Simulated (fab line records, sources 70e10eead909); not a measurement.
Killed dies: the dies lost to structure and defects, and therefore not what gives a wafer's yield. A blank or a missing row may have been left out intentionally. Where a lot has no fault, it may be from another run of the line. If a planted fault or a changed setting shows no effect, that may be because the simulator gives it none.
Problem report, 8D (eight disciplines) form, completed by code | flow nand harc | the parts of the form that need people (team, actions taken, sign-off) are left out

1. THE PROBLEM
At NHARC_A_M0_ETCH_15, run length s averages 95.7 s over 4 wafers from 2 lots, while fault-free wafers read 103.8 s, standard deviation 0.48. Measured from the usual mean, that is -17 standard deviations.
The step: etches the open film in C4F8/Ar, target depth 150 nm, overetch 15 nm, time 82.5 s.
First observed at day 21 14:58: wafer L943.4, on rie diel-05. Wafers with a number at this step in the record: 42, from 14 lots. By rule, "out" or "out of limits" means more than 4 standard deviations away from the usual mean. Any other wafer with a number is counted as sound.

2. WHAT IT IS; WHAT IT IS NOT
question                    | is                             | is not
which readings at this step | run length s                   | oes product au, rf vpp V
which lots                  | L943, L944                     | L927, L928, L929, L931, L932, L934, L939, L945, L947, L948, L949, L950
which wafers of those lots  | L943.4, L943.5, L944.4, L944.5 | L943.2, L944.1
read on which tools         | rie diel-05                    | rie diel-06, rie diel-07
when                        | from day 21 14:58              | up to then (22 sound wafers); but 16 sound wafers of L944, L945, L947, L948, L949, L950 came after

3. WHAT RULES OUT EACH SUSPECT
Counting: if a tool at a process step up to the reading ran every lot that is out, it stays a suspect. Sound lots after the first of them don't rule it out here, since some wafers of a struck lot are sound.
- rie diel-05 at NHARC_A_M0_ETCH_15 (etches the open film in C4F8/Ar, target depth 150 nm, overetch 15 nm, time 82.5 s): kept. It ran every lot that is out, first L943 (day 21 14:58); its last sound lot up to then is L934 (day 19 10:17). On those wafers its own readings are out: run length s.
Remaining after the count: rie diel-05 at NHARC_A_M0_ETCH_15.

4. THE CAUSE (what the simulator had put in)
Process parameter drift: rie diel-05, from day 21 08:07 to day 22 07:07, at NHARC_A_M0_ETCH_15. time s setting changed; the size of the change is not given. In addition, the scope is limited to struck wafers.
Only this tool survived the counting.

5. THE EFFECT CHAIN, in route order
Rows list readings where the struck wafers' mean (over those with a number) sits beyond 3 standard deviations from the usual. Only readings whose record carries a usual standard deviation are examined. hours: median over the lots of the time between each lot's start at the first step of this table that gives one and its start at this step. sigmas: the change, counted in usual standard deviations.
hours | step               | reading      | usual   | on struck wafers | change | sigmas
0     | NHARC_A_M0_ETCH_15 | run length s | 103.8 s | 95.7             | -8.1   | -17
Here are the process steps it includes:
- NHARC_A_M0_ETCH_15: etches the open film in C4F8/Ar, target depth 150 nm, overetch 15 nm, time 82.5 s.
Readings that are blank on the struck wafers while sound wafers have them: rf fwd power W at NHARC_A_M0_ETCH_15.

6. WHAT WOULD HAVE CAUGHT IT SOONER
First out-of-limits reading in this record: day 21 14:58, which is 7 hours after fault onset at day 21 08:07.
